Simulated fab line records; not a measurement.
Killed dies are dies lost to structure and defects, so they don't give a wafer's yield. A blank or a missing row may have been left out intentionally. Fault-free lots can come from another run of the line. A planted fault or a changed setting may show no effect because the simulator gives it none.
fab line records ; flow n5Finfet
[record] lots = 12; wafers = 36; lastDay = 17
route steps=1938 shown BEOL_M10@1530 BEOL_M11@1538 PASSIVATION@1936
lots with no fault: from the same line, run without faults
startH: hours from the record's opening day to when the first of the lot's shown wafers began ; waitH: hours elapsed since this lot's preceding step ; " repeats the value in the row above ; L1.1+2: one row covering several wafers at once ; - no value, or no start was given ; * or withheld: withheld ; < > ~ a bound
route shown NAME@n: a module of which the file shows steps, and the number in the route of the first ; usual: mean/standard deviation of fault-free wafers ; same: alike in all rows ; chamber/n: place in a boat ; sites: readings site by site ; _std_site: standard deviation across them ; _edge_site: inner sites' mean taken away from outer sites' mean ; radiusMm: how far each site lies from the wafer's centre ; mask NAME#n: copy n ; behind: the tool/chamber that last shaped the wafer ; hold: what put the lot on hold/how long, in hours/how the hold closed ; device: the transistor (n, p or np) that didn't switch ; end of line: tests of these same wafers at the route's end ; where a step has no rows: the recipe by itself ; killed: at the first sort, the dies lost to defects and structure; wafer yield is something else ; map: per-die view of a wafer (x killed, . not killed, _ where there is no die)
set.NAME: the setting that was run; set.NAME@STEP: the one run at that earlier step ; model.NAME: the simulator's own value behind a step, which no gauge read
the route's steps for a sample of lots (tables are steps, rows are wafers)
services: the hour from which a tool's chamber was out of use, counted from the record's first day as startH (under 0 if before that day), plus the number of hours and why
[[steps]]
[step N5_BEOL_M10_CMP_52]
[recipe] stopOn = SiCOH_lowk; tOverpolishS = 7; downForcePsi = 1; platenRpm = 50; clearingPlatenDownForcePsi = 1.5; clearingPlatenRpm = 50; postCmpClean = cuAlkaline; targetThkNm = 140; clearingPlatenPadVelocityMS = 0.99484; padVelocityMS = 0.99484
[usual] barrierFieldEndpointS = 28.7/0.62; motorCurrentA = 6.2/0.41; overpolishRunS = 6.999/0.0096; timeToEndpointS = 64.2/2.5
lot.wafer;tool;chamber;startH;waitH;barrierFieldEndpointS;motorCurrentA;overpolishRunS;timeToEndpointS
L204.2;cmp-01;2;244.33;0.4;29.0;6.6;6.995;65.5
L204.1;cmp-01;0;244.33;0.4;29.1;6.2;7.006;65.7
L204.5;cmp-01;2;244.33;0.4;29.0;6.7;6.992;63.9
L205.4;cmp-02;1;253.47;0.2;29.0;6.1;6.990;62.5
L205.3;cmp-02;2;253.47;0.2;29.7;6.1;7.000;67.8
L205.2;cmp-02;3;253.47;0.2;29.1;5.1;7.001;66.2
L206.1;cmp-04;2;256.80;0.3;29.2;6.2;7.003;68.7
L206.4;cmp-04;3;256.80;0.3;30.0;5.9;7.006;70.5
L206.3;cmp-04;0;256.80;0.3;28.3;5.7;6.992;67.2
L207.2;cmp-01;1;265.79;0.2;28.5;6.1;6.995;63.5
L207.1;cmp-01;0;265.79;0.2;28.4;6.4;6.997;65.6
L207.5;cmp-01;1;265.79;0.2;29.1;5.9;7.006;64.0
L210.3;cmp-01;3;281.42;0.2;28.2;6.5;7.003;61.8
L210.1;cmp-01;0;281.42;0.2;28.4;6.2;6.994;62.2
L210.6;cmp-01;3;281.42;0.2;28.2;6.6;7.001;64.1
L212.4;cmp-02;2;282.52;0.2;28.8;6.2;7.009;62.4
L212.1;cmp-02;3;282.52;0.2;28.8;5.4;7.024;62.1
L212.3;cmp-02;0;282.52;0.2;28.5;6.5;7.003;60.2
L214.3;cmp-02;0;304.10;0.2;29.3;6.7;7.006;64.3
L214.4;cmp-02;3;304.10;0.2;29.6;5.2;7.015;65.4
L214.5;cmp-02;0;304.10;0.2;29.3;6.7;7.003;63.5
L218.1;cmp-04;2;335.72;0.3;27.6;6.5;6.998;63.0
L218.5;cmp-04;2;335.72;0.3;28.7;6.5;7.018;62.1
L218.6;cmp-04;3;335.72;0.3;28.2;6.0;6.992;59.8
L219.1;cmp-01;2;339.73;0.3;28.8;6.7;6.996;64.7
L219.2;cmp-01;0;339.73;0.3;27.6;6.4;7.000;65.3
L219.5;cmp-01;1;339.73;0.3;29.0;5.7;6.994;64.3
L220.2;cmp-04;3;339.96;0.2;27.7;5.8;7.007;64.3
L220.3;cmp-04;1;339.96;0.2;28.2;6.8;7.007;63.8
L220.6;cmp-04;3;339.96;0.2;28.7;5.9;7.012;63.4
L222.3;cmp-01;0;368.42;0.2;29.1;6.5;6.999;67.2
L222.5;cmp-01;2;368.42;0.2;28.9;6.4;6.992;65.0
L222.6;cmp-01;3;368.42;0.2;30.0;6.6;7.016;63.4
L223.2;cmp-02;1;370.64;0.4;28.9;6.2;6.997;64.9
L223.1;cmp-02;3;370.64;0.4;28.5;5.6;6.993;68.5
L223.6;cmp-02;0;370.64;0.4;29.4;6.7;6.986;64.0
[step N5_BEOL_M11_THK_MEAS_01]
[recipe] reads = SiCOH_lowk_of_BEOL_M11_ILD_DEP_00
[usual] M11_ILD_THK = 268/3.2
lot.wafer;tool;chamber;startH;waitH;M11_ILD_THK[nm]
L204.1;filmMetro-02;-;245.44;0.4;264
L204.2;filmMetro-02;-;245.44;0.4;264
L204.5;filmMetro-02;-;245.44;0.4;265
L205.2;filmMetro-02;-;254.67;0.4;265
L205.3;filmMetro-02;-;254.67;0.4;269
L205.4;filmMetro-02;-;254.67;0.4;272
L206.1;filmMetro-02;-;258.04;0.5;264
L206.3;filmMetro-02;-;258.04;0.5;261
L206.4;filmMetro-02;-;258.04;0.5;270
L207.1;filmMetro-02;-;266.87;0.4;266
L207.2;filmMetro-02;-;266.87;0.4;267
L207.5;filmMetro-02;-;266.87;0.4;273
L210.1;filmMetro-01;-;282.81;0.4;264
L210.3;filmMetro-01;-;282.81;0.4;266
L210.6;filmMetro-01;-;282.81;0.4;271
L212.1;filmMetro-01;-;283.56;0.4;265
L212.3;filmMetro-01;-;283.56;0.4;265
L212.4;filmMetro-01;-;283.56;0.4;270
L214.3;filmMetro-02;-;305.41;0.3;263
L214.4;filmMetro-02;-;305.41;0.3;273
L214.5;filmMetro-02;-;305.41;0.3;267
L218.1;filmMetro-02;-;336.81;0.4;264
L218.5;filmMetro-02;-;336.81;0.4;271
L218.6;filmMetro-02;-;336.81;0.4;273
L219.1;filmMetro-01;-;340.78;0.4;272
L219.2;filmMetro-01;-;340.78;0.4;268
L219.5;filmMetro-01;-;340.78;0.4;275
L220.2;filmMetro-02;-;341.16;0.4;265
L220.3;filmMetro-02;-;341.16;0.4;265
L220.6;filmMetro-02;-;341.16;0.4;268
L222.3;filmMetro-01;-;369.43;0.3;266
L222.5;filmMetro-01;-;369.43;0.3;268
L222.6;filmMetro-01;-;369.43;0.3;270
L223.1;filmMetro-01;-;371.68;0.4;265
L223.2;filmMetro-01;-;371.68;0.4;264
L223.6;filmMetro-01;-;371.68;0.4;270
[step N5_BEOL_M11_COAT_59]
[recipe] resist = SOC; tempC = 250; timeS = 60; spinRpm = 1500; resistThkNm = 100
[usual] spinSpeedRpm = 1500.1/1.1
[same] timeS = 60
lot.wafer;tool;chamber;startH;waitH;spinSpeedRpm
L204.1;lithoTrack-04;0;247.18;0.1;1498.7
L204.2;lithoTrack-04;0;247.18;0.1;1497.8
L204.5;lithoTrack-04;0;247.18;0.1;1499.3
L205.2;lithoTrack-03;0;254.89;0.1;1499.8
L205.3;lithoTrack-03;0;254.89;0.1;1501.7
L205.4;lithoTrack-03;0;254.89;0.1;1503.1
L206.1;lithoTrack-04;0;260.81;0.1;1500.9
L206.3;lithoTrack-04;0;260.81;0.1;1501.2
L206.4;lithoTrack-04;0;260.81;0.1;1500.7
L207.1;lithoTrack-02;0;267.94;0.1;1499.9
L207.2;lithoTrack-02;0;267.94;0.1;1499.1
L207.5;lithoTrack-02;0;267.94;0.1;1499.8
L210.1;lithoTrack-02;0;285.53;0.1;1499.9
L210.3;lithoTrack-02;0;285.53;0.1;1501.0
L210.6;lithoTrack-02;0;285.53;0.1;1501.7
L212.1;lithoTrack-04;0;286.20;0.1;1502.1
L212.3;lithoTrack-04;0;286.20;0.1;1501.4
L212.4;lithoTrack-04;0;286.20;0.1;1500.2
L214.3;lithoTrack-03;0;308.83;0.1;1499.7
L214.4;lithoTrack-03;0;308.83;0.1;1500.9
L214.5;lithoTrack-03;0;308.83;0.1;1500.2
L218.1;lithoTrack-04;0;338.31;0.1;1924.0
L218.5;lithoTrack-04;0;338.31;0.1;1924.7
L218.6;lithoTrack-04;0;338.31;0.1;1923.5
L219.1;lithoTrack-04;0;342.14;0.1;1923.4
L219.2;lithoTrack-04;0;342.14;0.1;1921.7
L219.5;lithoTrack-04;0;342.14;0.1;1922.8
L220.2;lithoTrack-02;0;342.45;0.1;1499.2
L220.3;lithoTrack-02;0;342.45;0.1;1499.5
L220.6;lithoTrack-02;0;342.45;0.1;1499.6
L222.3;lithoTrack-02;0;369.74;0.1;1499.6
L222.5;lithoTrack-02;0;369.74;0.1;1500.1
L222.6;lithoTrack-02;0;369.74;0.1;1498.8
L223.1;lithoTrack-02;0;373.02;0.1;1500.6
L223.2;lithoTrack-02;0;373.02;0.1;1500.6
L223.6;lithoTrack-02;0;373.02;0.1;1501.2
[step N5_BEOL_M11_CD_MEAS_11]
[recipe] targetCdNm = 64.1; landingEnergyEv = 500; detector = seInlens; polarity = opening
[usual] cdNm = 64.2/0.52
[same] landingEnergyEv = 500
lot.wafer;tool;chamber;startH;waitH;cdNm
L204.1;cdSem-01;0;247.55;-;64.2
L204.2;cdSem-01;0;247.55;-;63.8
L204.5;cdSem-01;0;247.55;-;64.3
L205.2;cdSem-02;0;255.26;-;64.2
L205.3;cdSem-02;0;255.26;-;63.7
L205.4;cdSem-02;0;255.26;-;64.1
L206.1;cdSem-02;0;261.18;-;63.2
L206.3;cdSem-02;0;261.18;-;63.5
L206.4;cdSem-02;0;261.18;-;63.8
L207.1;cdSem-02;0;268.31;-;64.2
L207.2;cdSem-02;0;268.31;-;64.1
L207.5;cdSem-02;0;268.31;-;63.6
L210.1;cdSem-02;0;285.78;-;64.8
L210.3;cdSem-02;0;285.78;-;64.5
L210.6;cdSem-02;0;285.78;-;64.6
L212.1;cdSem-03;0;286.57;-;64.0
L212.3;cdSem-03;0;286.57;-;63.8
L212.4;cdSem-03;0;286.57;-;63.3
L214.3;cdSem-02;0;309.08;-;64.5
L214.4;cdSem-02;0;309.08;-;64.6
L214.5;cdSem-02;0;309.08;-;64.6
L218.1;cdSem-02;0;338.68;-;63.8
L218.5;cdSem-02;0;338.68;-;64.0
L218.6;cdSem-02;0;338.68;-;63.6
L219.1;cdSem-03;0;342.51;-;64.3
L219.2;cdSem-03;0;342.51;-;64.6
L219.5;cdSem-03;0;342.51;-;65.5
L220.2;cdSem-02;0;342.70;-;63.6
L220.3;cdSem-02;0;342.70;-;63.4
L220.6;cdSem-02;0;342.70;-;63.9
L222.3;cdSem-02;0;370.11;-;64.6
L222.5;cdSem-02;0;370.11;-;64.7
L222.6;cdSem-02;0;370.11;-;64.3
L223.1;cdSem-02;0;373.47;-;63.9
L223.2;cdSem-02;0;373.47;-;64.5
L223.6;cdSem-02;0;373.47;-;64.5
[step N5_PASSIVATION_PROBE_49]
[usual] defectLimitedYield = 91.1/1.5; killed_at_M0_to_M3 = 35/9.5; killed_at_M4_up = 13/5.2; killedAtContacts = 12/6.1; killedAtFrontEnd = 41/14; killedAtOther = 3.8/2.9; killedDies = 105/17; killedOpen = 70/13; killedShort = 33/8.4; sort_bin_5_function = 5.1/0.97; sort_bin_6_memory = 3.4/0.69; sortNPass = 1075/17; sortYieldPct = 91.1/1.5
[same] grossDies = 1180; killedAtBackSide = 0; sort_bin_4_leakage[%] = 0; sort_bin_8_speed[%] = 0
lot.wafer;tool;chamber;startH;waitH;defectLimitedYield[%];killed_at_M0_to_M3;killed_at_M4_up;killedAtContacts;killedAtFrontEnd;killedAtOther;killedDies;killedOpen;killedShort;sort_bin_5_function[%];sort_bin_6_memory[%];sortNPass;sortYieldPct[%]
L207.1;prober-01;-;316.04;0.0;92.6;28;17;2;35;5;87;52;34;4.1;3.1;1093;92.6
L207.2;prober-01;-;316.09;0.1;91.4;39;12;13;28;10;102;71;29;5.2;3.2;1078;91.4
L207.5;prober-01;-;316.24;0.2;89.7;41;17;14;34;15;121;79;40;6.1;3.4;1059;89.7
// killed by level:class
L207.1 FIN_SAQP:geometricParticle:open=12 FIN_SAQP:geometricParticle:short=9 BEOL_M4:geometricParticle:open=7 BEOL_M1:geometricParticle:open=6 BEOL_M0_SAQP:geometricParticle:short=5 BEOL_M3:geometricParticle:short=5 BEOL_M3:geometricParticle:open=5 BEOL_M4:geometricParticle:short=4
L207.2 MOL_CONTACT_COAG:geometricParticle:open=11 FIN_SAQP:geometricParticle:open=8 BEOL_M0_SAQP:geometricParticle:open=8 BEOL_M3:geometricParticle:open=7 STI_FIN_REVEAL:geometricParticle:open=5 BEOL_M4:geometricParticle:open=5 STARTING-WAFER:geometricParticle:open=5 DUMMY_GATE:geometricParticle:open=4
L207.5 BEOL_M1:geometricParticle:open=13 FIN_SAQP:geometricParticle:open=9 MOL_CONTACT_COAG:geometricParticle:open=9 MIM_TOP:geometricParticle:short=7 DUMMY_GATE:geometricParticle:open=6 BEOL_M2:geometricParticle:open=6 STI_FIN_REVEAL:geometricParticle:open=5 MOL_CONTACT_COAG:geometricParticle:short=5
[[services]]
tool;chamber;startH;hours;kind
cmp-04;-;240.82;2.1;repair
cmp-01;-;301.95;1.2;repair
cmp-01;-;320.30;0.4;repair
cmp-02;-;327.31;5.2;repair
cmp-04;-;355.45;4.0;pm
cmp-01;-;355.85;0.4;repair
cmp-04;-;359.45;-;consumableReplace:conditioner
cmp-04;-;359.45;-;consumableReplace:pad
cmp-04;-;360.98;1.1;repair
cmp-01;-;364.99;0.2;repair
[[key]]
[firstSign] step = N5_BEOL_M11_COAT_59; reading = spinSpeedRpm; direction = up; sigmas = 99+; usual = *; struck = *
effect none on later readings
metAt N5_BEOL_M11_COAT_59
struckLots L218,L219
notActingAt N5_BEOL_M10_CMP_52,N5_BEOL_M11_THK_MEAS_01,N5_BEOL_M11_CD_MEAS_11
onsetBetween 286.20 338.31
[fault] kind = processParameterDrift; tool = lithoTrack-04; chamber = -; onsetH = 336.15; steps = N5_BEOL_M11_COAT_59; channel = spinRpm; offset = *; shape = step; endH = 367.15; actsIn = *; stated = *
